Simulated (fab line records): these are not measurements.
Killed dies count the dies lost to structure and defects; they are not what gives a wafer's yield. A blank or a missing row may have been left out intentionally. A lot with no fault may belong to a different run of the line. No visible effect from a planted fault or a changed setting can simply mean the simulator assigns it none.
Chamber matching / flow n5Finfet / 4 sister chambers for N5_BEOL_M12_ETCH_59 on rieDiel-03
The step etches BARC in N2/H2, target depth 89 nm, overetch 26.7 nm, time 67.9 s. 18 wafers are shown with their chamber, then 9 later ones without.

WAFERS PAIRED WITH THEIR CHAMBERS
wafer=L080.1; chamber=2; throttleValvePct (%)=17.33; showerheadPlenumPTorr (Torr)=2.70; drypumpMotorCurrentA (A)=5.9
wafer=L080.4; chamber=1; throttleValvePct (%)=18.12; showerheadPlenumPTorr (Torr)=2.59; drypumpMotorCurrentA (A)=5.8
wafer=L080.5; chamber=2; throttleValvePct (%)=17.34; showerheadPlenumPTorr (Torr)=2.70; drypumpMotorCurrentA (A)=5.9
wafer=L082.1; chamber=3; throttleValvePct (%)=17.74; showerheadPlenumPTorr (Torr)=2.46; drypumpMotorCurrentA (A)=5.5
wafer=L082.2; chamber=1; throttleValvePct (%)=18.15; showerheadPlenumPTorr (Torr)=2.59; drypumpMotorCurrentA (A)=5.8
wafer=L082.3; chamber=0; throttleValvePct (%)=17.16; showerheadPlenumPTorr (Torr)=2.60; drypumpMotorCurrentA (A)=5.8
wafer=L082.4; chamber=0; throttleValvePct (%)=17.13; showerheadPlenumPTorr (Torr)=2.60; drypumpMotorCurrentA (A)=5.8
wafer=L082.5; chamber=1; throttleValvePct (%)=18.14; showerheadPlenumPTorr (Torr)=2.59; drypumpMotorCurrentA (A)=5.8
wafer=L082.6; chamber=3; throttleValvePct (%)=17.74; showerheadPlenumPTorr (Torr)=2.45; drypumpMotorCurrentA (A)=5.5
wafer=L084.1; chamber=0; throttleValvePct (%)=17.16; showerheadPlenumPTorr (Torr)=2.59; drypumpMotorCurrentA (A)=5.8
wafer=L084.3; chamber=3; throttleValvePct (%)=17.75; showerheadPlenumPTorr (Torr)=2.45; drypumpMotorCurrentA (A)=5.5
wafer=L084.6; chamber=1; throttleValvePct (%)=18.15; showerheadPlenumPTorr (Torr)=2.58; drypumpMotorCurrentA (A)=5.7
wafer=L090.2; chamber=2; throttleValvePct (%)=17.35; showerheadPlenumPTorr (Torr)=2.69; drypumpMotorCurrentA (A)=5.9
wafer=L090.4; chamber=0; throttleValvePct (%)=17.20; showerheadPlenumPTorr (Torr)=2.59; drypumpMotorCurrentA (A)=5.8
wafer=L090.6; chamber=0; throttleValvePct (%)=17.18; showerheadPlenumPTorr (Torr)=2.59; drypumpMotorCurrentA (A)=5.8
wafer=L092.2; chamber=3; throttleValvePct (%)=17.76; showerheadPlenumPTorr (Torr)=2.44; drypumpMotorCurrentA (A)=5.5
wafer=L092.4; chamber=2; throttleValvePct (%)=17.37; showerheadPlenumPTorr (Torr)=2.69; drypumpMotorCurrentA (A)=5.9
wafer=L092.6; chamber=1; throttleValvePct (%)=18.19; showerheadPlenumPTorr (Torr)=2.58; drypumpMotorCurrentA (A)=5.8

SIGNATURES, as means of the wafers listed above
reading=throttleValvePct; chamber 0=17.1660; chamber 1=18.1500; chamber 2=17.3475; chamber 3=17.7475; scatter within a chamber=0.0215
reading=showerheadPlenumPTorr; chamber 0=2.5940; chamber 1=2.5860; chamber 2=2.6950; chamber 3=2.4500; scatter within a chamber=0.00621
reading=drypumpMotorCurrentA; chamber 0=5.800; chamber 1=5.780; chamber 2=5.900; chamber 3=5.500; scatter within a chamber=0.0239
Rule: distance of a wafer from a chamber = root of the sum over the readings of ((wafer's reading minus chamber's mean) / reading's scatter) squared. The wafer belongs to the nearest chamber; if the next one is less than 2 further off, it can't be placed. The scatter is the square root of a quotient: the sum, over the shown wafers, of each reading's squared deviation from its chamber's mean, divided by wafers minus chambers.

WAFERS MISSING THEIR CHAMBER
wafer=L095.1; throttleValvePct (%)=17.38; showerheadPlenumPTorr (Torr)=2.68; drypumpMotorCurrentA (A)=5.8
wafer=L095.3; throttleValvePct (%)=17.22; showerheadPlenumPTorr (Torr)=2.58; drypumpMotorCurrentA (A)=5.8
wafer=L095.5; throttleValvePct (%)=17.23; showerheadPlenumPTorr (Torr)=2.58; drypumpMotorCurrentA (A)=5.8
wafer=L097.1; throttleValvePct (%)=18.20; showerheadPlenumPTorr (Torr)=2.57; drypumpMotorCurrentA (A)=5.8
wafer=L097.2; throttleValvePct (%)=17.21; showerheadPlenumPTorr (Torr)=2.58; drypumpMotorCurrentA (A)=5.8
wafer=L097.3; throttleValvePct (%)=17.80; showerheadPlenumPTorr (Torr)=2.44; drypumpMotorCurrentA (A)=5.5
wafer=L097.4; throttleValvePct (%)=17.41; showerheadPlenumPTorr (Torr)=2.68; drypumpMotorCurrentA (A)=5.9
wafer=L097.5; throttleValvePct (%)=17.81; showerheadPlenumPTorr (Torr)=2.44; drypumpMotorCurrentA (A)=5.5
wafer=L097.6; throttleValvePct (%)=17.22; showerheadPlenumPTorr (Torr)=2.58; drypumpMotorCurrentA (A)=5.8

WHICH CHAMBER EACH WENT THROUGH
wafer=L095.1; from the rows above=2; in truth=2
wafer=L095.3; from the rows above=0; in truth=0
wafer=L095.5; from the rows above=0; in truth=0
wafer=L097.1; from the rows above=1; in truth=1
wafer=L097.2; from the rows above=0; in truth=0
wafer=L097.3; from the rows above=3; in truth=3
wafer=L097.4; from the rows above=2; in truth=2
wafer=L097.5; from the rows above=3; in truth=3
wafer=L097.6; from the rows above=0; in truth=0
Correctly placed: 9 of 9. From these rows, 0 cannot be placed. Wrongly placed: 0.
